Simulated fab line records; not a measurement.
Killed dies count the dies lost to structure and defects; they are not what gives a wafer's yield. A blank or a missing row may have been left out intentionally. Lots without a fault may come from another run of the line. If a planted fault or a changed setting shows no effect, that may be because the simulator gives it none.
Which tool was responsible? + flow nand-harc + 20 lots with 60 wafers sampled at 6 steps, on a route of 1159 steps

WHAT THE GAUGES SHOWED, per wafer
The record holds no reading of a measuring or inspecting step that can be judged against a usual standard deviation.

TOOL THAT RAN EACH LOT (tool first, then ch and the chambers of the sampled wafers, then the start)
| lot  | NHARC_A_STAIRCASE_TRIM_12          | NHARC_A_STAIRCASE_TRIM_18                     | NHARC_A_STAIRCASE_TRIM_187         | NHARC_A_STAIRCASE_TRIM_191     | NHARC_A_STAIRCASE_TRIM_198     | NHARC_A_STAIRCASE_TRIM_200     |
|------|------------------------------------|-----------------------------------------------|------------------------------------|--------------------------------|--------------------------------|--------------------------------|
| L074 | rie-diel-09 ch 2,3, day 10 16:46   | rie-diel-09 ch 1,2, day 10 22:20 or earlier   | rie-diel-09 ch 0,1,2, day 10 22:20 | rie-diel-09 ch 2,3, no start   | rie-diel-07 ch 0,2, no start   | rie-diel-07 ch 0,1,2, no start |
| L075 | rie-diel-10 ch 1,2, day 11 06:13   | rie-diel-10 ch 1,2,3, day 11 10:01 or earlier | rie-diel-10 ch 1,2, day 11 10:01   | rie-diel-10 ch 1,2,3, no start | rie-diel-09 ch 0,1,2, no start | rie-diel-09 ch 0,1,2, no start |
| L078 | rie-diel-07 ch 1,2, day 11 13:46   | rie-diel-07 ch 0,1,3, day 11 17:40 or earlier | rie-diel-10 ch 0,3, day 11 17:40   | rie-diel-10 ch 1,2,3, no start | rie-diel-07 ch 0,2,3, no start | rie-diel-07 ch 1,2, no start   |
| L080 | rie-diel-07 ch 0,1,3, day 12 09:23 | rie-diel-07 ch 2,3, day 12 18:30 or earlier   | rie-diel-10 ch 0,2,3, day 12 18:30 | rie-diel-10 ch 0,1, no start   | rie-diel-10 ch 0,1,2, no start | rie-diel-10 ch 0,1,3, no start |
| L081 | rie-diel-10 ch 0,1,2, day 12 09:53 | rie-diel-10 ch 0,2, day 12 18:01 or earlier   | rie-diel-10 ch 0,3, day 12 18:01   | rie-diel-10 ch 0,2,3, no start | rie-diel-07 ch 0,1,3, no start | rie-diel-07 ch 1,3, no start   |
| L082 | rie-diel-10 ch 1,2,3, day 12 17:33 | rie-diel-10 ch 1,2,3, day 12 22:04 or earlier | rie-diel-09 ch 0,1,2, day 12 22:04 | rie-diel-09 ch 0,2,3, no start | rie-diel-09 ch 0,1,3, no start | rie-diel-09 ch 1,2,3, no start |
| L084 | rie-diel-09 ch 0,1, day 13 00:10   | rie-diel-09 ch 0,1,2, day 13 04:37 or earlier | rie-diel-09 ch 0,3, day 13 04:37   | rie-diel-09 ch 0,1,3, no start | rie-diel-07 ch 0,2,3, no start | rie-diel-07 ch 1,2, no start   |
| L087 | rie-diel-10 ch 1,2,3, day 13 20:44 | rie-diel-10 ch 0,2, day 14 01:49 or earlier   | rie-diel-09 ch 1,2, day 14 01:49   | rie-diel-09 ch 0,1,3, no start | rie-diel-09 ch 0,1,2, no start | rie-diel-09 ch 1,2, no start   |
| L086 | rie-diel-09 ch 0,2,3, day 13 21:02 | rie-diel-09 ch 0,1,3, day 14 02:48 or earlier | rie-diel-07 ch 1,2,3, day 14 02:48 | rie-diel-07 ch 1,2,3, no start | rie-diel-07 ch 1,2,3, no start | rie-diel-07 ch 1,2,3, no start |
| L085 | rie-diel-09 ch 0,1,3, day 14 21:39 | rie-diel-09 ch 0,3, day 15 01:20 or earlier   | rie-diel-07 ch 0,1,2, day 15 01:20 | rie-diel-07 ch 0,1,2, no start | rie-diel-10 ch 1,2,3, no start | rie-diel-10 ch 0,2, no start   |
| L088 | rie-diel-07 ch 0,1,3, day 14 22:35 | rie-diel-07 ch 0,2,3, day 15 03:14 or earlier | rie-diel-09 ch 0,2,3, day 15 03:14 | rie-diel-09 ch 1,3, no start   | rie-diel-09 ch 0,1,3, no start | rie-diel-09 ch 1,2, no start   |
| L090 | rie-diel-09 ch 1,3, day 15 02:17   | rie-diel-09 ch 0,1,3, day 15 05:50 or earlier | rie-diel-10 ch 0,1,2, day 15 05:50 | rie-diel-10 ch 0,1,2, no start | rie-diel-10 ch 1,2, no start   | rie-diel-10 ch 1,3, no start   |
| L091 | rie-diel-07 ch 1,2, day 15 02:27   | rie-diel-07 ch 0,1,3, day 15 06:07 or earlier | rie-diel-09 ch 1,2, day 15 06:07   | rie-diel-09 ch 1,2, no start   | rie-diel-09 ch 0,1,3, no start | rie-diel-09 ch 0,1,2, no start |
| L089 | rie-diel-07 ch 2,3, day 15 06:07   | rie-diel-07 ch 0,3, day 15 10:13 or earlier   | rie-diel-10 ch 0,2,3, day 15 10:13 | rie-diel-10 ch 1,2, no start   | rie-diel-07 ch 0,3, no start   | rie-diel-07 ch 1,2,3, no start |
| L092 | rie-diel-10 ch 0,1, day 15 10:07   | rie-diel-10 ch 0,3, day 15 14:14 or earlier   | rie-diel-07 ch 0,2,3, day 15 14:14 | rie-diel-07 ch 0,2,3, no start | rie-diel-09 ch 1,2,3, no start | rie-diel-09 ch 2,3, no start   |
| L093 | rie-diel-10 ch 0,2,3, day 15 10:31 | rie-diel-10 ch 0,3, day 15 14:51 or earlier   | rie-diel-07 ch 0,1,2, day 15 14:51 | rie-diel-07 ch 0,1,3, no start | rie-diel-07 ch 1,2,3, no start | rie-diel-07 ch 1,2,3, no start |
| L094 | rie-diel-09 ch 0,2, day 15 20:08   | rie-diel-09 ch 0,2,3, day 16 02:26 or earlier | rie-diel-07 ch 1,2,3, day 16 02:26 | rie-diel-07 ch 0,1,3, no start | rie-diel-07 ch 0,2,3, no start | rie-diel-07 ch 0,1,3, no start |
| L095 | rie-diel-10 ch 1,2,3, day 16 07:40 | rie-diel-10 ch 0,2,3, day 16 12:22 or earlier | rie-diel-10 ch 0,2,3, day 16 12:22 | rie-diel-10 ch 1,2,3, no start | rie-diel-07 ch 0,1,2, no start | rie-diel-07 ch 0,1,3, no start |
| L096 | rie-diel-07 ch 0,1,3, day 16 10:50 | rie-diel-07 ch 0,1,3, day 16 14:42 or earlier | rie-diel-07 ch 0,1,3, day 16 14:42 | rie-diel-07 ch 0,1,2, no start | rie-diel-07 ch 0,2,3, no start | rie-diel-07 ch 0,1,3, no start |
| L097 | rie-diel-10 ch 0,1,3, day 16 14:44 | rie-diel-10 ch 0,2,3, day 16 18:44 or earlier | rie-diel-10 ch 1,2, day 16 18:44   | rie-diel-10 ch 1,2,3, no start | rie-diel-07 ch 0,2,3, no start | rie-diel-07 ch 1,2, no start   |
- NHARC_A_STAIRCASE_TRIM_12: chemistry O2, time 211.2 s.
- NHARC_A_STAIRCASE_TRIM_18: chemistry O2, time 211.2 s.
- NHARC_A_STAIRCASE_TRIM_187: chemistry O2, time 211.2 s.
- NHARC_A_STAIRCASE_TRIM_191: chemistry O2, time 211.2 s.
- NHARC_A_STAIRCASE_TRIM_198: chemistry O2, time 211.2 s.
- NHARC_A_STAIRCASE_TRIM_200: chemistry O2, time 211.2 s.

AS READ BY THE TOOLS THEMSELVES (means over the sampled wafers that have a number; for cases with no such wafer, the mark the record gives instead)
NHARC_A_STAIRCASE_TRIM_12.
| lot  | tool        | drypump-motor-current-A (A) | oes-product-au (a.u.) | rf-vpp-V (V) | showerhead-plenum-p-Torr (Torr) | throttle-valve-pct (%) |
|------|-------------|-----------------------------|-----------------------|--------------|---------------------------------|------------------------|
| L074 | rie-diel-09 | 5.7                         | 0.993                 | 58.1         | 3.60                            | 17.043                 |
| L075 | rie-diel-10 | 5.5                         | 1.005                 | 58.0         | 3.55                            | 17.035                 |
| L078 | rie-diel-07 | 5.4                         | 1.000                 | 58.4         | 3.74                            | 17.031                 |
| L080 | rie-diel-07 | 5.9                         | 0.995                 | 57.9         | 3.63                            | 17.027                 |
| L081 | rie-diel-10 | 5.5                         | 1.012                 | 58.6         | 3.52                            | 17.026                 |
| L082 | rie-diel-10 | 5.5                         | 1.001                 | 58.7         | 3.52                            | 17.047                 |
| L084 | rie-diel-09 | 5.3                         | 1.002                 | 58.6         | 3.67                            | 17.027                 |
| L087 | rie-diel-10 | 5.5                         | 1.001                 | 57.7         | 3.52                            | 17.040                 |
| L086 | rie-diel-09 | 5.7                         | 1.003                 | 58.1         | 3.67                            | 17.031                 |
| L085 | rie-diel-09 | 5.2                         | 1.000                 | 57.1         | 3.58                            | 17.036                 |
| L088 | rie-diel-07 | 5.9                         | 0.997                 | 57.8         | 3.62                            | 17.036                 |
| L090 | rie-diel-09 | 5.3                         | 0.986                 | 58.8         | 3.50                            | 17.033                 |
| L091 | rie-diel-07 | 5.5                         | 1.000                 | 58.2         | 3.70                            | 17.034                 |
| L089 | rie-diel-07 | 5.6                         | 0.991                 | 57.6         | 3.71                            | 17.034                 |
| L092 | rie-diel-10 | 5.4                         | 1.008                 | 58.1         | 3.59                            | 17.043                 |
| L093 | rie-diel-10 | 5.5                         | 1.002                 | 57.1         | 3.48                            | 17.045                 |
| L094 | rie-diel-09 | 5.7                         | 1.009                 | 58.5         | 3.73                            | 17.033                 |
| L095 | rie-diel-10 | 5.5                         | 1.007                 | 58.1         | 3.51                            | 17.034                 |
| L096 | rie-diel-07 | 5.9                         | 1.002                 | 58.0         | 3.61                            | 17.036                 |
| L097 | rie-diel-10 | 5.4                         | 1.010                 | 57.6         | 3.59                            | 17.041                 |

NHARC_A_STAIRCASE_TRIM_18.
| lot  | tool        | drypump-motor-current-A (A) | oes-product-au (a.u.) | rf-vpp-V (V) | showerhead-plenum-p-Torr (Torr) | throttle-valve-pct (%) |
|------|-------------|-----------------------------|-----------------------|--------------|---------------------------------|------------------------|
| L074 | rie-diel-09 | 5.9                         | 1.009                 | 57.7         | 3.56                            | 17.031                 |
| L075 | rie-diel-10 | 5.5                         | 1.000                 | 58.4         | 3.53                            | 17.041                 |
| L078 | rie-diel-07 | 5.9                         | 0.998                 | 57.7         | 3.63                            | 17.029                 |
| L080 | rie-diel-07 | 6.0                         | 0.994                 | 57.9         | 3.69                            | 17.032                 |
| L081 | rie-diel-10 | 5.5                         | 1.000                 | 57.6         | 3.48                            | 17.031                 |
| L082 | rie-diel-10 | 5.5                         | 1.007                 | 56.8         | 3.52                            | 17.037                 |
| L084 | rie-diel-09 | 5.6                         | 0.997                 | 58.2         | 3.60                            | 17.038                 |
| L087 | rie-diel-10 | 5.6                         | 0.993                 | 57.5         | 3.39                            | 17.035                 |
| L086 | rie-diel-09 | 5.3                         | 0.988                 | 57.0         | 3.58                            | 17.038                 |
| L085 | rie-diel-09 | 5.4                         | 0.998                 | 57.7         | 3.64                            | 17.042                 |
| L088 | rie-diel-07 | 5.8                         | 0.991                 | 58.1         | 3.64                            | 17.030                 |
| L090 | rie-diel-09 | 5.3                         | 1.000                 | 58.0         | 3.58                            | 17.035                 |
| L091 | rie-diel-07 | 5.9                         | 0.994                 | 58.3         | 3.62                            | 17.038                 |
| L089 | rie-diel-07 | 5.8                         | 0.997                 | 57.7         | 3.57                            | 17.035                 |
| L092 | rie-diel-10 | 5.4                         | 1.009                 | 57.2         | 3.57                            | 17.037                 |
| L093 | rie-diel-10 | 5.4                         | 1.008                 | 57.7         | 3.56                            | 17.039                 |
| L094 | rie-diel-09 | 5.7                         | 0.999                 | 58.4         | 3.66                            | 17.039                 |
| L095 | rie-diel-10 | 5.5                         | 1.011                 | 57.3         | 3.48                            | 17.038                 |
| L096 | rie-diel-07 | 5.9                         | 1.005                 | 57.7         | 3.61                            | 17.044                 |
| L097 | rie-diel-10 | 5.5                         | 1.015                 | 58.1         | 3.48                            | 17.036                 |

NHARC_A_STAIRCASE_TRIM_187.
| lot  | tool        | drypump-motor-current-A (A) | oes-product-au (a.u.) | rf-vpp-V (V) | showerhead-plenum-p-Torr (Torr) | throttle-valve-pct (%) |
|------|-------------|-----------------------------|-----------------------|--------------|---------------------------------|------------------------|
| L074 | rie-diel-09 | 5.6                         | 0.996                 | 57.3         | 3.44                            | 17.041                 |
| L075 | rie-diel-10 | 5.6                         | 1.008                 | 56.8         | 3.44                            | 17.035                 |
| L078 | rie-diel-10 | 5.4                         | 1.003                 | 57.8         | 3.58                            | 17.036                 |
| L080 | rie-diel-10 | 5.5                         | 1.003                 | 56.9         | 3.49                            | 17.033                 |
| L081 | rie-diel-10 | 5.4                         | 0.996                 | 57.5         | 3.58                            | 17.039                 |
| L082 | rie-diel-09 | 5.6                         | 1.007                 | 57.6         | 3.61                            | 17.040                 |
| L084 | rie-diel-09 | 5.4                         | 0.997                 | 58.7         | 3.65                            | 17.038                 |
| L087 | rie-diel-09 | 5.9                         | 1.002                 | 57.3         | 3.55                            | 17.044                 |
| L086 | rie-diel-07 | 5.7                         | 0.992                 | 58.2         | 3.69                            | 17.043                 |
| L085 | rie-diel-07 | 5.5                         | 0.996                 | 57.3         | 3.66                            | 17.045                 |
| L088 | rie-diel-09 | 5.7                         | 1.001                 | 58.3         | 3.66                            | 17.039                 |
| L090 | rie-diel-10 | 5.5                         | 1.004                 | 57.5         | 3.51                            | 17.034                 |
| L091 | rie-diel-09 | 5.5                         | 0.992                 | 57.2         | 3.45                            | 17.038                 |
| L089 | rie-diel-10 | 5.5                         | 1.002                 | 57.2         | 3.48                            | 17.036                 |
| L092 | rie-diel-07 | 5.7                         | 0.991                 | 57.8         | 3.64                            | 17.045                 |
| L093 | rie-diel-07 | 5.5                         | 0.997                 | 57.8         | 3.65                            | 17.039                 |
| L094 | rie-diel-07 | 5.8                         | 0.988                 | 58.0         | 3.68                            | 17.039                 |
| L095 | rie-diel-10 | 5.5                         | 1.014                 | 58.2         | 3.48                            | 17.041                 |
| L096 | rie-diel-07 | 5.9                         | 1.000                 | 58.0         | 3.61                            | 17.031                 |
| L097 | rie-diel-10 | 5.6                         | 1.001                 | 57.3         | 3.42                            | 17.032                 |

NHARC_A_STAIRCASE_TRIM_191.
| lot  | tool        | drypump-motor-current-A (A) | oes-product-au (a.u.) | rf-vpp-V (V) | showerhead-plenum-p-Torr (Torr) | throttle-valve-pct (%) |
|------|-------------|-----------------------------|-----------------------|--------------|---------------------------------|------------------------|
| L074 | rie-diel-09 | 6.1                         | 0.999                 | 57.7         | 3.62                            | 17.044                 |
| L075 | rie-diel-10 | 5.5                         | 1.001                 | 58.2         | 3.53                            | 17.042                 |
| L078 | rie-diel-10 | 5.5                         | 1.006                 | 58.1         | 3.53                            | 17.041                 |
| L080 | rie-diel-10 | 5.4                         | 1.007                 | 57.4         | 3.60                            | 17.044                 |
| L081 | rie-diel-10 | 5.5                         | 1.005                 | 57.3         | 3.49                            | 17.039                 |
| L082 | rie-diel-09 | 5.7                         | 1.008                 | 58.7         | 3.67                            | 17.039                 |
| L084 | rie-diel-09 | 5.3                         | 0.995                 | 58.0         | 3.58                            | 17.038                 |
| L087 | rie-diel-09 | 5.3                         | 0.993                 | 57.7         | 3.58                            | 17.039                 |
| L086 | rie-diel-07 | 5.8                         | 0.987                 | 58.2         | 3.69                            | 17.040                 |
| L085 | rie-diel-07 | 5.5                         | 0.992                 | 57.6         | 3.66                            | 17.034                 |
| L088 | rie-diel-09 | 5.3                         | 0.997                 | 57.6         | 3.50                            | 17.038                 |
| L090 | rie-diel-10 | 5.5                         | 1.006                 | 58.4         | 3.51                            | 17.042                 |
| L091 | rie-diel-09 | 5.9                         | 0.999                 | 58.3         | 3.54                            | 17.036                 |
| L089 | rie-diel-10 | 5.6                         | 1.000                 | 57.3         | 3.42                            | 17.039                 |
| L092 | rie-diel-07 | 5.7                         | 0.998                 | 57.8         | 3.64                            | 17.036                 |
| L093 | rie-diel-07 | 5.9                         | 1.000                 | 57.4         | 3.62                            | 17.032                 |
| L094 | rie-diel-07 | 5.9                         | 1.007                 | 57.6         | 3.61                            | 17.041                 |
| L095 | rie-diel-10 | 5.5                         | 1.012                 | 56.8         | 3.51                            | 17.028                 |
| L096 | rie-diel-07 | 5.5                         | 0.994                 | 58.2         | 3.64                            | 17.037                 |
| L097 | rie-diel-10 | 5.5                         | 0.998                 | 58.3         | 3.51                            | 17.029                 |

NHARC_A_STAIRCASE_TRIM_198.
| lot  | tool        | drypump-motor-current-A (A) | oes-product-au (a.u.) | rf-vpp-V (V) | showerhead-plenum-p-Torr (Torr) | throttle-valve-pct (%) |
|------|-------------|-----------------------------|-----------------------|--------------|---------------------------------|------------------------|
| L074 | rie-diel-07 | 5.4                         | 0.998                 | 57.8         | 3.63                            | 17.032                 |
| L075 | rie-diel-09 | 5.6                         | 0.998                 | 57.5         | 3.44                            | 17.038                 |
| L078 | rie-diel-07 | 5.7                         | 1.002                 | 58.5         | 3.66                            | 17.041                 |
| L080 | rie-diel-10 | 5.5                         | 1.009                 | 57.8         | 3.51                            | 17.035                 |
| L081 | rie-diel-07 | 5.9                         | 1.002                 | 58.3         | 3.63                            | 17.039                 |
| L082 | rie-diel-09 | 5.3                         | 0.992                 | 58.0         | 3.58                            | 17.033                 |
| L084 | rie-diel-07 | 5.7                         | 0.990                 | 57.7         | 3.65                            | 17.030                 |
| L087 | rie-diel-09 | 5.6                         | 0.997                 | 57.4         | 3.60                            | 17.032                 |
| L086 | rie-diel-07 | 5.8                         | 0.995                 | 58.6         | 3.69                            | 17.041                 |
| L085 | rie-diel-10 | 5.5                         | 1.007                 | 57.2         | 3.51                            | 17.037                 |
| L088 | rie-diel-09 | 5.3                         | 1.009                 | 58.3         | 3.58                            | 17.040                 |
| L090 | rie-diel-10 | 5.6                         | 1.007                 | 57.1         | 3.42                            | 17.034                 |
| L091 | rie-diel-09 | 5.3                         | 0.998                 | 57.3         | 3.58                            | 17.041                 |
| L089 | rie-diel-07 | 6.1                         | 1.004                 | 57.9         | 3.61                            | 17.050                 |
| L092 | rie-diel-09 | 5.6                         | 0.995                 | 57.8         | 3.52                            | 17.039                 |
| L093 | rie-diel-07 | 5.7                         | 0.993                 | 57.5         | 3.68                            | 17.041                 |
| L094 | rie-diel-07 | 5.7                         | 0.995                 | 57.2         | 3.64                            | 17.038                 |
| L095 | rie-diel-07 | 5.5                         | 0.996                 | 57.9         | 3.65                            | 17.039                 |
| L096 | rie-diel-07 | 5.7                         | 1.000                 | 58.0         | 3.63                            | 17.040                 |
| L097 | rie-diel-07 | 5.7                         | 1.000                 | 57.7         | 3.63                            | 17.031                 |

NHARC_A_STAIRCASE_TRIM_200.
| lot  | tool        | drypump-motor-current-A (A) | oes-product-au (a.u.) | rf-vpp-V (V) | showerhead-plenum-p-Torr (Torr) | throttle-valve-pct (%) |
|------|-------------|-----------------------------|-----------------------|--------------|---------------------------------|------------------------|
| L074 | rie-diel-07 | 5.5                         | 1.001                 | 58.2         | 3.67                            | 17.026                 |
| L075 | rie-diel-09 | 5.6                         | 0.997                 | 57.1         | 3.44                            | 17.045                 |
| L078 | rie-diel-07 | 5.4                         | 1.007                 | 58.9         | 3.74                            | 17.037                 |
| L080 | rie-diel-10 | 5.4                         | 1.007                 | 58.5         | 3.60                            | 17.041                 |
| L081 | rie-diel-07 | 5.9                         | 0.994                 | 58.4         | 3.67                            | 17.037                 |
| L082 | rie-diel-09 | 5.6                         | 1.002                 | 58.2         | 3.53                            | 17.034                 |
| L084 | rie-diel-07 | 5.4                         | 0.989                 | 57.9         | 3.73                            | 17.037                 |
| L087 | rie-diel-09 | 5.5                         | 1.001                 | 57.4         | 3.46                            | 17.042                 |
| L086 | rie-diel-07 | 5.8                         | 0.984                 | 57.8         | 3.69                            | 17.042                 |
| L085 | rie-diel-10 | 5.6                         | 1.004                 | 58.1         | 3.39                            | 17.041                 |
| L088 | rie-diel-09 | 5.9                         | 0.992                 | 57.3         | 3.54                            | 17.041                 |
| L090 | rie-diel-10 | 5.4                         | 1.011                 | 57.3         | 3.63                            | 17.036                 |
| L091 | rie-diel-09 | 5.6                         | 1.007                 | 58.0         | 3.60                            | 17.044                 |
| L089 | rie-diel-07 | 5.8                         | 0.998                 | 57.5         | 3.69                            | 17.044                 |
| L092 | rie-diel-09 | 6.0                         | 0.997                 | 57.7         | 3.60                            | 17.042                 |
| L093 | rie-diel-07 | 5.7                         | 0.999                 | 58.2         | 3.68                            | 17.044                 |
| L094 | rie-diel-07 | 5.9                         | 0.996                 | 57.5         | 3.61                            | 17.047                 |
| L095 | rie-diel-07 | 5.9                         | 1.007                 | 57.4         | 3.61                            | 17.042                 |
| L096 | rie-diel-07 | 5.9                         | 0.996                 | 57.5         | 3.61                            | 17.034                 |
| L097 | rie-diel-07 | 5.5                         | 1.003                 | 58.7         | 3.69                            | 17.033                 |

THE ANSWER, worked out from the rows above alone
Rule: usual is defined by the lots themselves. Put in order of their means at a reading, lots are off if they are a third of the lots or fewer, leave a main group of 4 or more, and stand apart from it by a gap of 3 or more times the standard deviation of the main group's means; of several such gaps the widest counts. Not used: any main group whose means are identical at the precision the tables above print for the reading. A lot without any number at a reading at which 4 lots or more have one is off too. Where the step has rows for the other lots, those lots are counted as sound. After the gauges, taken in route order, come the tools' own readings; for these a lot's mean is taken, as printed above. At the first step where some lot is off, the reading lying furthest off is the one used; lots without a number count as furthest.
Across all readings shown, no lot is off: no conclusion can be drawn from this.

WHAT WAS PUT IN BY THE SIMULATOR
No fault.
